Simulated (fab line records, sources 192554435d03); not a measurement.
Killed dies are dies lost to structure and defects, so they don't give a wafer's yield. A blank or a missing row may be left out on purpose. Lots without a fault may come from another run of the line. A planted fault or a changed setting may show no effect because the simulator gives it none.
Chamber matching | flow n5_finfet | N5_FIN_SAQP_PECVD_47 on pecvd-02: 3 sister chambers
The step deposits a-Si from SiH4/He, target thk 45 nm, time 36.3 s. 6 wafers are shown with their chamber, then 10 later ones without.

WAFERS WITH THEIR CHAMBER
wafer  | chamber | throttle_valve_pct (%) | showerhead_plenum_p_Torr (Torr)
L089.2 | 2       | 16.4                   | 5.64
L089.4 | 0       | 17.5                   | 5.63
L089.5 | 1       | 18.4                   | 5.69
L089.6 | 2       | 16.5                   | 5.65
L090.2 | 0       | 17.6                   | 5.64
L090.4 | 1       | 18.7                   | 5.70

WAFERS WITHOUT THEIR CHAMBER
wafer  | throttle_valve_pct (%) | showerhead_plenum_p_Torr (Torr)
L090.5 | 16.4                   | 5.63
L095.1 | 18.8                   | 5.69
L095.2 | 17.8                   | 5.62
L095.3 | 16.3                   | 5.65
L095.4 | 17.6                   | 5.64
L095.5 | 16.2                   | 5.63
L095.6 | 18.7                   | 5.71
L097.1 | 16.5                   | 5.64
L097.2 | 18.7                   | 5.70
L097.4 | 16.2                   | 5.64

WHICH CHAMBER EACH WENT THROUGH
wafer  | from the rows above | in truth
L090.5 | 2                   | 2
L095.1 | 1                   | 1
L095.2 | 0                   | 0
L095.3 | 2                   | 2
L095.4 | 0                   | 0
L095.5 | 2                   | 2
L095.6 | 1                   | 1
L097.1 | 2                   | 2
L097.2 | 1                   | 1
L097.4 | 2                   | 2
Placed correctly: 10 of 10. Can't be placed from these rows: 0. Placed wrongly: 0.
How it was worked out, from the rows above alone: a wafer's distance from a chamber is the root of the sum, over the readings, of the square of ((its reading less the chamber's mean) divided by the reading's scatter). The wafer belongs to the nearest chamber; if the next one is less than 2 further off, it can't be placed. A chamber's mean is the mean of its shown wafers. The scatter: the root of (the sum of the squares of (reading less its chamber's mean) over the shown wafers, divided by (wafers less chambers)).
